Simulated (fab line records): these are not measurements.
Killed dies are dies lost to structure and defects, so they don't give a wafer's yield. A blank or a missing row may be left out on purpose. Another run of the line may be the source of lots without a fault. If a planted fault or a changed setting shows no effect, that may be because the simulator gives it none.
Matching of chambers || flow n5-finfet || N5_BEOL_M3_DEP_57 on pecvd-02 has 3 sister chambers
The step deposits SiCN from 3MS/NH3, target thk 8 nm, time 14 s. 3 wafers are shown with their chamber, then 8 later ones without.

WAFERS, EACH WITH ITS CHAMBER
{"wafer": "L848.1", "chamber": 0, "throttle-valve-pct (%)": 9.7}
{"wafer": "L848.6", "chamber": 2, "throttle-valve-pct (%)": 9.1}
{"wafer": "L847.2", "chamber": 1, "throttle-valve-pct (%)": 8.8}

WAFERS WITHOUT THEIR CHAMBER
{"wafer": "L847.3", "throttle-valve-pct (%)": 9.4}
{"wafer": "L847.6", "throttle-valve-pct (%)": 9.5}
{"wafer": "L856.1", "throttle-valve-pct (%)": 8.5}
{"wafer": "L856.3", "throttle-valve-pct (%)": 9.9}
{"wafer": "L856.4", "throttle-valve-pct (%)": 9.2}
{"wafer": "L857.1", "throttle-valve-pct (%)": 10.0}
{"wafer": "L857.3", "throttle-valve-pct (%)": 9.2}
{"wafer": "L857.4", "throttle-valve-pct (%)": 8.4}

EACH ONE'S CHAMBER
{"wafer": "L847.3", "from the rows above": "can't be placed: 0 or 2 or 1", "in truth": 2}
{"wafer": "L847.6", "from the rows above": "can't be placed: 0 or 2 or 1", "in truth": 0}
{"wafer": "L856.1", "from the rows above": "can't be placed: 1 or 2", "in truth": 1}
{"wafer": "L856.3", "from the rows above": 0, "in truth": 0}
{"wafer": "L856.4", "from the rows above": "can't be placed: 2 or 1 or 0", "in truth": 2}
{"wafer": "L857.1", "from the rows above": 0, "in truth": 0}
{"wafer": "L857.3", "from the rows above": "can't be placed: 2 or 1 or 0", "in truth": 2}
{"wafer": "L857.4", "from the rows above": "can't be placed: 1 or 2", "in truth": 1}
Correct placement for 2 of the 8. These rows do not allow placing 6 (true chamber among the candidates in 6). Placed wrongly: 0.
How it was worked out, from the rows above alone: a wafer's distance from a chamber is the root of the sum, over the readings, of the square of ((its reading less the chamber's mean) divided by the reading's scatter). The wafer belongs to the nearest chamber; if the next one is less than 2 further off, it can't be placed. Each chamber's mean is taken over the wafers shown for it. The scatter (one wafer shown for each chamber): square how far every hidden wafer sits from the nearest shown wafer, average those squares and take the square root.
